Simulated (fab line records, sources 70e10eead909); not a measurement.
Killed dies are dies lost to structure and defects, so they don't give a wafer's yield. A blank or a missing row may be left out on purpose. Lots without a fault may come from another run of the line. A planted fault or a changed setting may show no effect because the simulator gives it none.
Chamber matching | flow nand_harc | NHARC_A_M0_PRE_CLEAN_31 on pecvd-04: 3 sister chambers
The step time 12 s. 22 wafers are shown with their chamber, then 11 later ones without.

WAFERS WITH THEIR CHAMBER
wafer  | chamber | heater_power_w (W)
L076.1 | 1       | 720
L076.4 | 2       | 618
L076.6 | 1       | 713
L077.1 | 0       | 723
L077.3 | 2       | 640
L077.5 | 0       | 736
L082.1 | 2       | 580
L082.4 | 2       | 555
L082.5 | 0       | 742
L084.1 | 0       | 638
L084.4 | 2       | 617
L084.5 | 0       | 654
L083.2 | 2       | 581
L083.4 | 0       | 761
L083.5 | 2       | 601
L088.1 | 0       | 689
L088.2 | 1       | 757
L088.3 | 2       | 539
L088.4 | 2       | 550
L088.5 | 1       | 722
L088.6 | 0       | 675
L095.2 | 1       | 620

SIGNATURES (means of the wafers above)
reading        | chamber 0 | chamber 1 | chamber 2 | scatter within a chamber
heater_power_w | 702.25    | 706.40    | 586.78    | 42.4
Rule: a wafer's distance from a chamber is the root of the sum, over the readings, of the square of ((its reading less the chamber's mean) divided by the reading's scatter). The wafer belongs to the nearest chamber; if the next one is less than 2 further off, it can't be placed. The scatter: the root of (the sum of the squares of (reading less its chamber's mean) over the shown wafers, divided by (wafers less chambers)).

WAFERS WITHOUT THEIR CHAMBER
wafer  | heater_power_w (W)
L095.4 | 653
L095.6 | 681
L089.1 | 715
L089.3 | 571
L089.6 | 701
L094.1 | 685
L094.4 | 652
L094.6 | 684
L097.1 | 743
L097.2 | 738
L097.6 | 743

WHICH CHAMBER EACH WENT THROUGH
wafer  | from the rows above          | in truth
L095.4 | can't be placed: 0 or 1 or 2 | 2
L095.6 | can't be placed: 0 or 1 or 2 | 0
L089.1 | can't be placed: 1 or 0      | 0
L089.3 | 2                            | 2
L089.6 | can't be placed: 0 or 1      | 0
L094.1 | can't be placed: 0 or 1 or 2 | 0
L094.4 | can't be placed: 0 or 1 or 2 | 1
L094.6 | can't be placed: 0 or 1 or 2 | 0
L097.1 | can't be placed: 1 or 0      | 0
L097.2 | can't be placed: 1 or 0      | 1
L097.6 | can't be placed: 1 or 0      | 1
Placed correctly: 1 of 11. Can't be placed from these rows: 10 (the true chamber is among the candidates in 10). Placed wrongly: 0.
